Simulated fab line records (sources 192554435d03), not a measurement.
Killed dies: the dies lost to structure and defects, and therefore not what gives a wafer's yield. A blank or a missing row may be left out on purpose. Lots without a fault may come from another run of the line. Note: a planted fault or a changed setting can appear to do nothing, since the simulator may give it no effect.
fab line records	flow n5Finfet
record lots=24	wafers=72	lastDay=20
route steps=1938 shown BEOL_M9@1449 BEOL_M10@1484 BEOL_M11@1553
lots untouched by any fault: they come from a run of this same line in which no faults occurred
startH: hours from the record's first day to the start of the lot's first wafer shown	waitH: hours from the lot's prior step to this one	" as in the row above	L1.1+2: one row covering several wafers at once	- no value present, or no start provided	* or withheld: withheld	< > ~ a bound
route shown NAME@n: names a module that has steps shown in the file, with the first one's number in the route	usual: mean/standard deviation of fault-free wafers	same: alike in all rows	chamber/n: place in a boat	sites: each site's reading	_std_site: the standard deviation of these	_edge_site: outer sites' mean less inner sites'	radiusMm: for every site, how far away it sits from the centre of the wafer	mask NAME#n: copy n	behind: the last tool/chamber to shape the wafer	hold: cause of the lot's hold/its duration in hours/its outcome	device: the n, p or np transistor that did not switch	end of line: the tests these same wafers got at the end of their route	a step given without rows: its recipe and nothing more	killed: count of dies lost to structure and defects at first sort (not the wafer's yield)	map: the dies of a wafer, with x for killed, . for not killed, _ for no die there
set.NAME: the setting as run; set.NAME@STEP: as run at that earlier step	model.NAME: the simulator's own value behind a step, which no gauge read
steps of the route over a sample of lots; a table a step, a row a wafer
services: the hour from which a tool's chamber was out of use, counted from the record's first day as startH (under 0 if before that day), plus the number of hours and why
## steps
# step N5_BEOL_M9_OCD_MEAS_38
# usual trenchDepthNm=150.8/2.5
lot.wafer	tool	chamber	startH	waitH	trenchDepthNm
L074.1	ocd-02	-	247.04	-	155.0
L074.4	"	-	"	"	151.4
L074.6	"	-	"	"	155.7
L076.2	ocd-02	-	252.24	-	150.7
L076.3	"	-	"	"	148.1
L076.5	"	-	"	"	149.5
L075.1	ocd-01	-	254.54	-	154.4
L075.4	"	-	"	"	149.9
L075.5	"	-	"	"	154.3
L078.1	ocd-02	-	274.04	-	146.9
L078.4	"	-	"	"	147.5
L078.6	"	-	"	"	148.9
L077.1	ocd-02	-	279.11	-	155.2
L077.4	"	-	"	"	150.9
L077.5	"	-	"	"	150.6
L080.2	ocd-02	-	279.26	-	148.0
L080.3	"	-	"	"	147.5
L080.6	"	-	"	"	148.5
L081.1	ocd-01	-	279.53	-	152.2
L081.4	"	-	"	"	151.0
L081.5	"	-	"	"	153.5
L079.4	ocd-01	-	282.57	-	150.5
L079.5	"	-	"	"	149.8
L079.6	"	-	"	"	148.3
L083.1	ocd-02	-	300.53	-	148.5
L083.4	"	-	"	"	148.5
L083.6	"	-	"	"	148.4
L082.1	ocd-01	-	307.80	-	147.8
L082.5	"	-	"	"	147.6
L082.6	"	-	"	"	147.9
L084.2	ocd-01	-	310.06	-	147.6
L084.3	"	-	"	"	148.5
L084.5	"	-	"	"	147.5
L085.3	ocd-02	-	316.50	-	154.7
L085.4	"	-	"	"	152.1
L085.5	"	-	"	"	151.7
L086.1	ocd-02	-	316.72	-	148.4
L086.4	"	-	"	"	150.4
L086.5	"	-	"	"	149.1
L089.3	ocd-02	-	322.65	-	153.8
L089.4	"	-	"	"	154.6
L089.6	"	-	"	"	154.9
L087.4	ocd-01	-	325.57	-	151.7
L087.5	"	-	"	"	153.5
L087.6	"	-	"	"	153.7
L088.1	ocd-02	-	340.31	-	154.1
L088.4	"	-	"	"	150.5
L088.6	"	-	"	"	149.4
L090.1	ocd-02	-	344.08	-	153.6
L090.5	"	-	"	"	153.0
L090.6	"	-	"	"	150.4
L091.2	ocd-01	-	344.12	-	148.3
L091.3	"	-	"	"	146.6
L091.4	"	-	"	"	149.0
L093.2	ocd-02	-	346.73	-	151.4
L093.3	"	-	"	"	151.0
L093.4	"	-	"	"	149.3
L092.2	ocd-01	-	346.89	-	148.1
L092.4	"	-	"	"	150.0
L092.5	"	-	"	"	149.1
L094.2	ocd-01	-	362.35	-	154.4
L094.4	"	-	"	"	151.9
L094.5	"	-	"	"	152.6
L095.1	ocd-02	-	382.18	-	150.6
L095.3	"	-	"	"	153.3
L095.6	"	-	"	"	154.7
L096.2	ocd-02	-	385.99	-	151.5
L096.4	"	-	"	"	154.2
L096.6	"	-	"	"	151.8
L097.1	ocd-01	-	400.54	-	148.9
L097.2	"	-	"	"	147.2
L097.5	"	-	"	"	148.5
# step N5_BEOL_M9_SURFACE_TREAT_79
# recipe gas=Ar	timeS=*	ionEnergyEv=*	ionCurrentMaCm2=0.5	pressureMtorr=*	arFlowSccm=30
# usual arFlowSccm=30.00/0.095	pressureMtorr=*	throttleValvePct=*
lot.wafer	tool	chamber	startH	waitH	arFlowSccm	pressureMtorr	throttleValvePct
L074.1	pvdSputter-02	-	250.28	0.4	30.14	*	*
L074.4	"	-	"	"	29.96	*	*
L074.6	"	-	"	"	30.06	*	*
L076.2	pvdSputter-03	-	254.64	0.2	30.20	*	*
L076.3	"	-	"	"	29.97	*	*
L076.5	"	-	"	"	30.12	*	*
L075.1	pvdSputter-02	-	255.74	0.2	30.11	*	*
L075.4	"	-	"	"	30.12	*	*
L075.5	"	-	"	"	29.87	*	*
L078.1	pvdSputter-03	-	275.29	0.4	29.91	*	*
L078.4	"	-	"	"	29.93	*	*
L078.6	"	-	"	"	30.13	*	*
L077.1	pvdSputter-03	-	280.53	0.3	29.91	*	*
L077.4	"	-	"	"	30.05	*	*
L077.5	"	-	"	"	30.08	*	*
L080.2	pvdSputter-03	-	280.57	0.3	30.18	*	*
L080.3	"	-	"	"	30.07	*	*
L080.6	"	-	"	"	30.21	*	*
L081.1	pvdSputter-01	-	283.01	0.2	29.91	*	*
L081.4	"	-	"	"	29.86	*	*
L081.5	"	-	"	"	29.94	*	*
L079.4	pvdSputter-03	-	283.99	0.4	30.00	*	*
L079.5	"	-	"	"	29.99	*	*
L079.6	"	-	"	"	29.85	*	*
L083.1	pvdSputter-03	-	301.54	0.2	30.07	*	*
L083.4	"	-	"	"	29.93	*	*
L083.6	"	-	"	"	29.85	*	*
L082.1	pvdSputter-02	-	308.92	0.2	30.02	*	*
L082.5	"	-	"	"	29.90	*	*
L082.6	"	-	"	"	30.00	*	*
L084.2	pvdSputter-02	-	311.40	0.3	30.14	*	*
L084.3	"	-	"	"	30.06	*	*
L084.5	"	-	"	"	29.96	*	*
L085.3	pvdSputter-02	-	317.72	0.2	29.93	*	*
L085.4	"	-	"	"	30.02	*	*
L085.5	"	-	"	"	29.90	*	*
L086.1	pvdSputter-02	-	318.04	0.3	30.12	*	*
L086.4	"	-	"	"	29.84	*	*
L086.5	"	-	"	"	30.03	*	*
L089.3	pvdSputter-03	-	324.06	0.4	30.00	*	*
L089.4	"	-	"	"	29.97	*	*
L089.6	"	-	"	"	30.03	*	*
L087.4	pvdSputter-02	-	327.35	0.6	30.05	*	*
L087.5	"	-	"	"	30.14	*	*
L087.6	"	-	"	"	29.95	*	*
L088.1	pvdSputter-03	-	341.39	0.2	29.95	*	*
L088.4	"	-	"	"	29.99	*	*
L088.6	"	-	"	"	29.99	*	*
L090.1	pvdSputter-01	-	345.08	0.2	29.99	*	*
L090.5	"	-	"	"	29.89	*	*
L090.6	"	-	"	"	30.01	*	*
L091.2	pvdSputter-02	-	345.18	0.2	29.96	*	*
L091.3	"	-	"	"	30.12	*	*
L091.4	"	-	"	"	30.05	*	*
L093.2	pvdSputter-01	-	348.12	0.3	30.09	*	*
L093.3	"	-	"	"	30.03	*	*
L093.4	"	-	"	"	30.07	*	*
L092.2	pvdSputter-02	-	348.20	0.3	29.95	*	*
L092.4	"	-	"	"	29.91	*	*
L092.5	"	-	"	"	29.95	*	*
L094.2	pvdSputter-02	-	363.67	0.2	29.88	*	*
L094.4	"	-	"	"	29.88	*	*
L094.5	"	-	"	"	29.84	*	*
L095.1	pvdSputter-02	-	383.20	0.2	30.15	*	*
L095.3	"	-	"	"	30.08	*	*
L095.6	"	-	"	"	30.15	*	*
L096.2	pvdSputter-01	-	387.66	0.3	30.10	*	*
L096.4	"	-	"	"	30.15	*	*
L096.6	"	-	"	"	30.01	*	*
L097.1	pvdSputter-02	-	402.31	0.2	29.85	*	*
L097.2	"	-	"	"	30.00	*	*
L097.5	"	-	"	"	29.89	*	*
# step N5_BEOL_M10_OVL_MEAS_12
# recipe pointsPerWafer=44
# usual M10_OVL=-0.1/0.83
lot.wafer	tool	chamber	startH	waitH	M10_OVL[nm]
L074.1	overlay-02	0	255.33	0.0	0.7
L074.4	"	0	"	"	-0.8
L074.6	"	0	"	"	-0.2
L076.2	overlay-01	0	259.59	0.0	0.0
L076.3	"	0	"	"	0.3
L076.5	"	0	"	"	0.3
L075.1	overlay-02	0	259.79	0.0	-1.0
L075.4	"	0	"	"	0.8
L075.5	"	0	"	"	0.6
L078.1	overlay-02	0	279.84	0.0	-0.9
L078.4	"	0	"	"	-0.9
L078.6	"	0	"	"	-0.4
L077.1	overlay-02	0	284.92	0.0	1.2
L077.4	"	0	"	"	-0.8
L077.5	"	0	"	"	-0.5
L080.2	overlay-02	0	285.32	0.0	0.2
L080.3	"	0	"	"	0.5
L080.6	"	0	"	"	0.0
L081.1	overlay-01	0	285.62	0.0	-0.2
L081.4	"	0	"	"	1.3
L081.5	"	0	"	"	-0.1
L079.4	overlay-02	0	291.07	0.0	0.0
L079.5	"	0	"	"	-1.9
L079.6	"	0	"	"	-0.9
L083.1	overlay-01	0	305.21	0.0	-0.4
L083.4	"	0	"	"	0.0
L083.6	"	0	"	"	0.3
L082.1	overlay-02	0	311.86	0.0	-1.5
L082.5	"	0	"	"	-1.2
L082.6	"	0	"	"	-1.0
L084.2	overlay-02	0	315.06	0.0	-0.5
L084.3	"	0	"	"	-1.0
L084.5	"	0	"	"	0.1
L085.3	overlay-01	0	322.75	0.0	-0.4
L085.4	"	0	"	"	0.0
L085.5	"	0	"	"	-0.7
L086.1	overlay-01	0	322.91	0.0	-0.2
L086.4	"	0	"	"	1.0
L086.5	"	0	"	"	-0.7
L089.3	overlay-01	0	328.70	0.0	-0.6
L089.4	"	0	"	"	1.5
L089.6	"	0	"	"	0.4
L087.4	overlay-02	0	331.90	0.0	0.5
L087.5	"	0	"	"	-1.2
L087.6	"	0	"	"	-0.9
L088.1	overlay-02	0	344.65	0.0	-0.6
L088.4	"	0	"	"	-0.5
L088.6	"	0	"	"	0.8
L090.1	overlay-02	0	351.59	0.0	-1.5
L090.5	"	0	"	"	-0.6
L090.6	"	0	"	"	-1.9
L091.2	overlay-01	0	351.62	0.0	-0.4
L091.3	"	0	"	"	0.4
L091.4	"	0	"	"	0.1
L093.2	overlay-01	0	351.89	0.0	-0.9
L093.3	"	0	"	"	1.4
L093.4	"	0	"	"	-0.6
L092.2	overlay-02	0	352.71	0.0	0.2
L092.4	"	0	"	"	0.5
L092.5	"	0	"	"	-0.9
L094.2	overlay-02	0	366.50	0.0	-0.4
L094.4	"	0	"	"	-0.8
L094.5	"	0	"	"	-0.6
L095.1	overlay-01	0	388.63	0.0	0.1
L095.3	"	0	"	"	0.6
L095.6	"	0	"	"	0.5
L096.2	overlay-01	0	391.45	0.0	-0.1
L096.4	"	0	"	"	-0.6
L096.6	"	0	"	"	-0.5
L097.1	overlay-01	0	406.78	0.1	1.6
L097.2	"	0	"	"	1.5
L097.5	"	0	"	"	1.2
# step N5_BEOL_M10_CD_MEAS_28
# recipe targetCdNm=70	landingEnergyEv=500	detector=seInlens	polarity=opening
# usual cdNm=70.0/0.63
lot.wafer	tool	chamber	startH	waitH	cdNm
L074.1	cdSem-01	0	256.32	-	70.0
L074.4	"	0	"	"	69.0
L074.6	"	0	"	"	69.7
L076.2	cdSem-02	0	264.77	-	70.3
L076.3	"	0	"	"	69.3
L076.5	"	0	"	"	71.1
L075.1	cdSem-02	0	264.93	-	69.4
L075.4	"	0	"	"	70.4
L075.5	"	0	"	"	69.3
L078.1	cdSem-02	0	281.94	-	70.8
L078.4	"	0	"	"	69.7
L078.6	"	0	"	"	70.7
L077.1	cdSem-02	0	289.50	-	70.0
L077.4	"	0	"	"	69.4
L077.5	"	0	"	"	68.7
L080.2	cdSem-03	0	289.67	-	70.3
L080.3	"	0	"	"	69.6
L080.6	"	0	"	"	69.4
L081.1	cdSem-02	0	289.84	-	70.7
L081.4	"	0	"	"	69.4
L081.5	"	0	"	"	70.6
L079.4	cdSem-02	0	293.45	-	70.2
L079.5	"	0	"	"	70.2
L079.6	"	0	"	"	69.8
L083.1	cdSem-01	0	307.30	-	69.1
L083.4	"	0	"	"	69.3
L083.6	"	0	"	"	68.8
L082.1	cdSem-02	0	313.69	-	70.0
L082.5	"	0	"	"	70.3
L082.6	"	0	"	"	70.2
L084.2	cdSem-01	0	316.69	-	69.4
L084.3	"	0	"	"	69.6
L084.5	"	0	"	"	69.9
L086.1	cdSem-02	0	324.92	-	70.5
L086.4	"	0	"	"	70.2
L086.5	"	0	"	"	70.5
L085.3	cdSem-03	0	325.09	-	69.5
L085.4	"	0	"	"	69.4
L085.5	"	0	"	"	70.2
L089.3	cdSem-01	0	331.04	-	70.0
L089.4	"	0	"	"	69.8
L089.6	"	0	"	"	70.5
L087.4	cdSem-02	0	332.83	-	70.3
L087.5	"	0	"	"	70.1
L087.6	"	0	"	"	70.7
L088.1	cdSem-02	0	346.22	-	69.0
L088.4	"	0	"	"	70.1
L088.6	"	0	"	"	70.0
L090.1	cdSem-03	0	355.58	-	69.9
L090.5	"	0	"	"	70.0
L090.6	"	0	"	"	69.7
L091.2	cdSem-02	0	355.62	-	71.4
L091.3	"	0	"	"	70.7
L091.4	"	0	"	"	69.8
L092.2	cdSem-01	0	355.67	-	70.3
L092.4	"	0	"	"	70.7
L092.5	"	0	"	"	70.4
L093.2	cdSem-02	0	355.71	-	69.9
L093.3	"	0	"	"	70.6
L093.4	"	0	"	"	70.8
L094.2	cdSem-03	0	368.51	-	70.6
L094.4	"	0	"	"	69.7
L094.5	"	0	"	"	69.3
L095.1	cdSem-02	0	390.15	-	70.4
L095.3	"	0	"	"	69.5
L095.6	"	0	"	"	69.7
L096.2	cdSem-02	0	394.61	-	69.7
L096.4	"	0	"	"	71.0
L096.6	"	0	"	"	70.8
L097.1	cdSem-03	0	411.38	-	69.4
L097.2	"	0	"	"	68.8
L097.5	"	0	"	"	69.0
# step N5_BEOL_M10_ETCH_66
# recipe chemistry=N2/H2	target=SOC	targetDepthA=1200	overetchA=240	maskMaterial=SiARC	tempC=40	timeS=180	ionEnergyEv=200	pressureMtorr=30	sourceW=840	biasW=150	n2FlowSccm=200	h2FlowSccm=200
# usual drypumpMotorCurrentA=5.6/0.49	n2FlowSccm=200.0/0.58	oesProductAu=0.66/0.044	rfVppV=525.2/2.8	showerheadPlenumPTorr=2.59/0.099	throttleValvePct=17.76/0.15
lot.wafer	tool	chamber	startH	waitH	drypumpMotorCurrentA	n2FlowSccm	oesProductAu	rfHoursCounterH	rfVppV	showerheadPlenumPTorr	throttleValvePct
L074.1	rieDiel-03	3	256.62	0.0	4.8	199.3	0.57	227	526.9	2.61	18.20
L074.4	"	1	"	"	6.5	200.4	0.66	89	529.9	2.69	17.86
L074.6	"	1	"	"	6.5	199.9	0.66	-	526.8	2.69	17.86
L076.2	rieDiel-01	3	265.02	0.0	6.3	199.2	0.68	59	522.2	2.48	17.88
L076.3	"	2	"	"	5.3	200.1	0.70	49	528.0	2.69	17.66
L076.5	"	2	"	"	5.3	198.6	0.70	-	529.2	2.69	17.68
L075.1	rieDiel-04	2	265.11	0.0	6.1	200.8	0.62	122	523.5	2.55	17.59
L075.4	"	0	"	"	5.3	199.7	0.68	70	522.9	2.47	17.75
L075.5	"	3	"	"	6.1	201.1	0.74	-	527.8	2.70	17.72
L078.1	rieDiel-04	3	282.12	0.0	6.0	199.7	0.73	28	527.6	2.70	17.75
L078.4	"	2	"	"	6.1	198.9	0.61	127	524.6	2.54	17.61
L078.6	"	1	"	"	5.1	199.9	0.66	-	526.9	2.70	17.66
L077.1	rieDiel-01	2	289.68	0.0	5.4	199.6	0.69	56	526.3	2.69	17.68
L077.4	"	1	"	"	5.1	199.7	0.67	71	526.5	2.69	17.79
L077.5	"	1	"	"	5.1	200.3	0.67	-	528.8	2.69	17.79
L080.2	rieDiel-03	1	289.84	0.0	6.5	199.4	0.66	98	525.4	2.68	17.87
L080.3	"	2	"	"	5.3	200.4	0.57	242	520.3	2.41	18.10
L080.6	"	0	"	"	5.5	200.3	0.72	-	522.3	2.47	17.41
L081.1	rieDiel-04	0	290.24	0.0	5.3	199.9	0.67	78	521.2	2.47	17.73
L081.4	"	2	"	"	6.1	200.5	0.62	131	522.6	2.54	17.60
L081.5	"	1	"	"	5.0	199.2	0.67	-	528.2	2.69	17.65
L079.4	rieDiel-04	1	293.62	0.0	5.1	200.1	0.66	64	526.9	2.69	17.65
L079.5	"	1	"	"	5.1	199.7	0.66	-	527.8	2.69	17.65
L079.6	"	2	"	"	6.1	200.5	0.62	-	524.9	2.54	17.62
L083.1	rieDiel-04	3	307.48	0.0	6.0	200.6	0.72	41	526.9	2.70	17.76
L083.4	"	2	"	"	6.1	199.4	0.61	-	524.7	2.54	17.63
L083.6	"	0	"	"	5.3	199.9	0.67	-	522.2	2.47	17.77
L082.1	rieDiel-03	0	313.87	0.0	5.5	199.7	0.72	45	521.8	2.47	17.45
L082.5	"	3	"	"	4.9	199.5	0.56	-	525.3	2.60	18.24
L082.6	"	1	"	"	6.5	199.3	0.64	-	528.3	2.68	17.90
L084.2	rieDiel-04	3	316.88	0.0	6.0	200.9	0.71	45	527.4	2.69	17.77
L084.3	"	2	"	"	6.1	200.4	0.60	144	525.0	2.54	17.64
L084.5	"	0	"	"	5.3	199.7	0.66	-	521.7	2.47	17.77
L086.1	rieDiel-04	2	325.09	0.0	6.1	200.7	0.60	147	524.7	2.54	17.64
L086.4	"	0	"	"	5.3	200.5	0.66	95	522.8	2.46	17.79
L086.5	"	0	"	"	5.3	200.1	0.66	-	522.4	2.46	17.78
L085.3	rieDiel-01	1	325.30	0.0	5.1	199.4	0.66	84	528.4	2.68	17.81
L085.4	"	3	"	"	6.3	199.5	0.66	79	521.7	2.47	17.92
L085.5	"	3	"	"	6.3	200.5	0.66	-	521.2	2.47	17.91
L089.3	rieDiel-04	1	331.23	0.0	5.0	200.1	0.66	69	529.3	2.69	17.67
L089.4	"	2	"	"	6.1	200.7	0.61	148	523.1	2.54	17.65
L089.6	"	2	"	"	6.1	200.0	0.60	-	523.5	2.54	17.66
L087.4	rieDiel-01	1	333.40	0.0	5.1	200.4	0.66	87	526.9	2.68	17.81
L087.5	"	3	"	"	6.3	199.4	0.65	-	520.8	2.47	17.93
L087.6	"	2	"	"	5.4	199.9	0.67	-	528.9	2.68	17.71
L088.1	rieDiel-01	1	346.40	0.0	5.1	200.2	0.65	93	527.3	2.68	17.82
L088.4	"	0	"	"	5.7	200.1	0.61	147	523.5	2.53	17.71
L088.6	"	0	"	"	5.7	199.2	0.61	-	524.5	2.53	17.72
L090.1	rieDiel-04	2	356.77	0.0	6.1	199.1	0.60	159	523.1	2.53	17.68
L090.5	"	1	"	"	5.1	199.4	0.66	-	528.5	2.69	17.68
L090.6	"	0	"	"	5.3	199.7	0.65	-	521.9	2.46	17.79
L091.2	rieDiel-01	2	356.83	0.0	5.4	199.2	0.66	83	528.9	2.68	17.72
L091.3	"	1	"	"	5.1	199.2	0.65	97	527.4	2.68	17.81
L091.4	"	0	"	"	5.8	200.7	0.60	151	524.5	2.53	17.73
L092.2	rieDiel-04	2	357.23	0.0	6.1	200.2	0.60	159	524.5	2.53	17.68
L092.4	"	1	"	"	5.1	200.6	0.66	78	528.3	2.69	17.70
L092.5	"	2	"	"	6.1	200.3	0.59	-	523.9	2.53	17.69
L093.2	rieDiel-01	3	357.36	0.0	6.3	200.4	0.65	91	520.5	2.47	17.92
L093.3	"	1	"	"	5.1	200.2	0.65	97	527.1	2.68	17.85
L093.4	"	2	"	"	5.4	199.8	0.66	83	528.4	2.68	17.73
L094.2	rieDiel-03	1	368.68	0.0	6.5	199.8	0.63	130	526.3	2.67	17.92
L094.4	"	2	"	"	5.3	199.7	0.76	15	527.5	2.72	17.70
L094.5	"	1	"	"	6.5	199.4	0.63	-	528.0	2.67	17.92
L095.1	rieDiel-01	1	390.32	0.0	5.1	201.2	0.63	109	527.1	2.67	17.84
L095.3	"	0	"	"	5.7	199.9	0.60	164	523.6	2.53	17.73
L095.6	"	2	"	"	5.3	199.0	0.65	-	529.6	2.67	17.76
L096.2	rieDiel-03	2	394.78	0.0	5.3	199.8	0.74	23	529.7	2.72	17.71
L096.4	"	3	"	"	4.9	199.6	0.77	11	525.5	2.60	17.80
L096.6	"	1	"	"	6.5	200.1	0.62	-	526.8	2.67	17.95
L097.1	rieDiel-01	2	411.83	0.0	5.3	200.2	0.65	102	526.9	2.67	17.76
L097.2	"	3	"	"	6.3	199.6	0.63	111	520.7	2.46	17.97
L097.5	"	1	"	"	5.1	198.9	0.63	-	528.0	2.67	17.86
# step N5_BEOL_M11_ETCH_61
# recipe chemistry=CF4	target=SiARC	targetDepthA=390	maskMaterial=CAR-ArF	timeS=65	ionEnergyEv=80	pressureMtorr=40	sourceW=545	biasW=36	Ar_flow_sccm=100	cf4FlowSccm=100	ends=cleared
# usual drypumpMotorCurrentA=5.8/0.52	etchRfOnTimeS=65.4/1.1	oesProductAu=0.69/0.073	rfVppV=183.8/1.1	showerheadPlenumPTorr=2.12/0.06	throttleValvePct=15.48/0.19
lot.wafer	tool	chamber	startH	waitH	drypumpMotorCurrentA	etchRfOnTimeS	oesProductAu	rfHoursCounterH	rfVppV	showerheadPlenumPTorr	throttleValvePct
L074.1	rieDiel-02	1	265.28	0.0	6.4	65.5	0.71	56	184.8	2.26	15.49
L074.4	"	3	"	"	4.7	63.9	0.69	86	183.5	2.08	15.35
L074.6	"	0	"	"	5.8	66.4	0.67	-	184.0	2.15	15.28
L076.2	rieDiel-05	1	274.82	0.0	6.0	65.9	0.62	179	183.9	2.13	15.45
L076.3	"	2	"	"	5.3	66.0	0.74	55	184.0	2.09	15.42
L076.5	"	3	"	"	5.8	66.5	0.63	-	184.5	2.22	15.39
L075.1	rieDiel-06	2	274.94	0.0	6.6	64.8	0.86	1	183.8	2.11	15.39
L075.4	"	2	"	"	6.6	65.4	0.85	-	183.3	2.11	15.38
L075.5	"	3	"	"	5.8	65.8	0.65	-	182.5	2.06	15.76
L078.1	rieDiel-06	0	291.28	0.0	6.2	62.7	0.86	1	183.2	2.11	15.07
L078.4	"	3	"	"	5.8	66.2	0.65	138	183.2	2.06	15.77
L078.6	"	0	"	"	6.2	63.1	0.86	-	183.3	2.11	15.05
L077.1	rieDiel-02	3	295.32	0.0	4.7	63.5	0.68	95	182.5	2.07	15.37
L077.4	"	0	"	"	5.8	65.8	0.67	125	184.1	2.15	15.32
L077.5	"	0	"	"	5.7	65.3	0.66	-	184.7	2.15	15.30
L080.2	rieDiel-06	0	295.47	0.0	6.2	62.9	0.84	3	183.9	2.11	15.06
L080.3	"	1	"	"	5.2	66.1	0.66	127	182.0	2.06	15.57
L080.6	"	3	"	"	5.8	65.4	0.66	-	181.9	2.06	15.78
L081.1	rieDiel-06	0	295.76	0.0	6.2	63.8	0.84	3	183.9	2.11	15.05
L081.4	"	1	"	"	5.2	65.8	0.66	127	181.7	2.06	15.57
L081.5	"	1	"	"	5.2	66.0	0.65	-	184.9	2.06	15.59
L079.4	rieDiel-05	1	299.29	0.0	5.9	65.3	0.62	-	182.4	2.13	15.43
L079.5	"	2	"	"	5.3	66.6	0.73	-	183.0	2.09	15.44
L079.6	"	3	"	"	5.8	66.5	0.62	-	185.2	2.21	15.39
L083.1	rieDiel-06	3	314.43	0.0	5.8	66.3	0.64	146	184.0	2.06	15.77
L083.4	"	2	"	"	6.6	65.0	0.80	-	185.3	2.10	15.42
L083.6	"	3	"	"	5.8	66.4	0.64	-	183.6	2.06	15.79
L082.1	rieDiel-05	3	319.52	0.0	5.8	66.2	0.61	185	185.0	2.21	15.40
L082.5	"	2	"	"	5.3	66.5	0.72	-	182.2	2.09	15.44
L082.6	"	3	"	"	5.8	66.1	0.61	-	184.6	2.21	15.39
L084.2	rieDiel-02	0	323.56	0.0	5.7	66.1	0.66	135	182.6	2.15	15.31
L084.3	"	3	"	"	4.7	64.1	0.67	106	183.0	2.07	15.40
L084.5	"	1	"	"	6.4	65.2	0.69	-	185.1	2.26	15.52
L086.1	rieDiel-02	1	330.05	0.0	6.4	64.2	0.70	77	185.4	2.26	15.51
L086.4	"	2	"	"	6.1	64.0	0.66	113	183.4	2.15	15.70
L086.5	"	0	"	"	5.8	65.7	0.66	-	186.3	2.15	15.30
L085.3	rieDiel-05	1	332.16	0.0	5.9	65.5	0.61	196	184.0	2.12	15.49
L085.4	"	0	"	"	5.0	66.9	0.62	199	183.8	2.21	15.58
L085.5	"	2	"	"	5.3	66.9	0.71	-	182.6	2.09	15.47
L089.3	rieDiel-05	3	337.23	0.0	5.8	66.4	0.61	191	183.9	2.21	15.42
L089.4	"	1	"	"	6.0	65.5	0.61	197	184.0	2.12	15.48
L089.6	"	1	"	"	6.0	65.6	0.61	-	183.3	2.12	15.46
L087.4	rieDiel-06	0	339.17	0.0	6.2	62.8	0.82	12	183.0	2.10	15.10
L087.5	"	1	"	"	5.2	65.4	0.65	-	181.9	2.06	15.62
L087.6	"	0	"	"	6.2	63.3	0.81	-	183.5	2.10	15.08
L088.1	rieDiel-06	1	352.25	0.0	5.2	65.6	0.64	147	183.6	2.06	15.61
L088.4	"	3	"	"	5.8	65.6	0.64	160	184.5	2.05	15.81
L088.6	"	3	"	"	5.8	65.4	0.64	-	182.6	2.05	15.81
L090.1	rieDiel-06	0	363.11	0.0	6.2	63.0	0.80	19	184.4	2.10	15.10
L090.5	"	3	"	"	5.8	66.1	0.64	-	183.8	2.05	15.80
L090.6	"	2	"	"	6.6	64.0	0.78	-	183.9	2.10	15.46
L092.2	rieDiel-06	3	364.25	0.0	5.8	65.9	0.63	164	182.6	2.05	15.82
L092.4	"	1	"	"	5.2	66.1	0.63	151	182.2	2.06	15.61
L092.5	"	1	"	"	5.2	65.7	0.64	-	183.0	2.06	15.63
L091.2	rieDiel-02	2	364.56	0.0	6.1	64.9	0.64	125	184.2	2.15	15.74
L091.3	"	1	"	"	6.4	65.5	0.68	88	184.5	2.25	15.54
L091.4	"	3	"	"	4.7	65.6	0.66	120	184.2	2.06	15.40
L093.2	rieDiel-06	3	364.97	0.0	5.8	66.7	0.62	164	183.0	2.05	15.81
L093.3	"	0	"	"	6.2	62.4	0.80	20	185.5	2.10	15.10
L093.4	"	2	"	"	6.6	64.5	0.77	31	183.3	2.10	15.45
L094.2	rieDiel-05	3	373.67	0.0	5.8	66.6	0.61	201	187.0	2.21	15.44
L094.4	"	2	"	"	5.3	66.5	0.70	82	182.3	2.08	15.47
L094.5	"	1	"	"	6.0	65.2	0.61	-	183.7	2.12	15.50
L095.1	rieDiel-05	1	396.77	0.0	6.0	65.0	0.62	213	182.7	2.12	15.49
L095.3	"	0	"	"	5.0	66.5	0.61	218	184.3	2.20	15.60
L095.6	"	2	"	"	5.3	67.1	0.70	-	184.3	2.08	15.48
L096.2	rieDiel-05	3	401.95	0.0	5.8	66.1	0.60	209	186.5	2.20	15.46
L096.4	"	0	"	"	5.0	67.0	0.60	218	184.8	2.20	15.61
L096.6	"	2	"	"	5.3	66.7	0.70	-	182.1	2.08	15.50
L097.1	rieDiel-06	1	421.00	0.0	5.2	65.7	0.63	168	183.8	2.05	15.67
L097.2	"	0	"	"	6.2	63.3	0.77	34	183.9	2.10	15.15
L097.5	"	0	"	"	6.2	63.5	0.77	-	184.1	2.10	15.13
## services
tool	chamber	startH	hours	kind
rieDiel-06	2	235.12	-	clean
rieDiel-06	2	235.12	-	consumableReplace:focusRing
rieDiel-06	2	235.12	34.8	scheduledDown
rieDiel-06	2	235.12	34.8	ventCycle
rieDiel-01	0	264.71	3.7	repair
rieDiel-05	1	268.62	5.2	repair
rieDiel-06	0	269.92	-	clean
rieDiel-06	0	269.92	-	consumableReplace:focusRing
rieDiel-06	0	269.92	19.5	scheduledDown
rieDiel-06	0	269.92	19.5	ventCycle
rieDiel-04	1	294.03	23.1	repair
pvdSputter-02	-	295.39	5.2	repair
rieDiel-05	0	295.90	7.5	repair
rieDiel-02	-	306.21	0.9	repair
rieDiel-05	-	311.94	4.3	pm
rieDiel-03	2	313.71	-	clean
rieDiel-03	2	313.71	-	consumableReplace:focusRing
rieDiel-06	0	313.92	13.7	repair
rieDiel-05	-	332.69	0.7	repair
rieDiel-03	-	353.27	4.3	pm
pvdSputter-02	-	366.81	8.6	repair
rieDiel-06	0	386.48	5.5	repair
pvdSputter-02	-	396.80	1.1	repair
rieDiel-02	2	401.27	1.5	repair
## key
fault none
